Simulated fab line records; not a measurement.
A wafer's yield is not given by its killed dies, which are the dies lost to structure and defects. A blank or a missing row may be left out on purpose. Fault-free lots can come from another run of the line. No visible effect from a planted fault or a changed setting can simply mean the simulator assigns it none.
Which tool was responsible?    flow n5-finfet    9 lots (26 wafers sampled), 1 step of a 1938-step route

WHAT THE GAUGES READ, wafer by wafer
N5_BEOL_M6_OVL_MEAS_12. Usual: for M6_OVL the level is 0.2 nm and the standard deviation is 0.81.
lot   measured      on          M6_OVL (nm)   flag
L679  day 9 01:43   overlay-01  1.2 0.7 -0.2  
L680  day 9 11:14   overlay-01  0.6 0.1 0.2   
L683  day 10 16:58  overlay-02  0.3 -0.5 0.4  
L688  day 11 09:56  overlay-01  0.9 0.1 -0.3  
L692  day 12 07:51  overlay-02  0.6 1.0 0.7   
L695  day 12 21:38  overlay-01  -0.3 0.5 0.9  
L697  day 13 14:21  overlay-02  1.1 1.1 2.1   
L699  day 14 11:05  overlay-01  0.6 0.6 1.0   
L702  day 14 20:55  overlay-02  -0.1 -0.2     

EACH LOT AND THE TOOL THAT RAN IT (in order: tool; ch and the chambers of the sampled wafers; start)
There is no process step in the record ahead of these readings.

AS READ BY THE TOOLS THEMSELVES (means over the sampled wafers that have a number; for cases with no such wafer, the mark the record gives instead)
The record holds no such reading with a usual standard deviation.

THE ANSWER, worked out from the rows above alone
Rule: a lot counts as off when the mean over its wafers that have a number is more than 3 standard deviations away from the usual mean. A lot without any number at a reading at which 4 lots or more have one is off too. All remaining lots with rows at the step are treated as sound. After the gauges, taken in route order, come the tools' own readings; for these a lot's mean is taken, as printed above. At the first step where some lot is off, the reading lying furthest off is the one used; lots without a number count as furthest.
No lot is off at any reading shown: from this, nothing can be told.

WHAT THE SIMULATOR HAD INSERTED
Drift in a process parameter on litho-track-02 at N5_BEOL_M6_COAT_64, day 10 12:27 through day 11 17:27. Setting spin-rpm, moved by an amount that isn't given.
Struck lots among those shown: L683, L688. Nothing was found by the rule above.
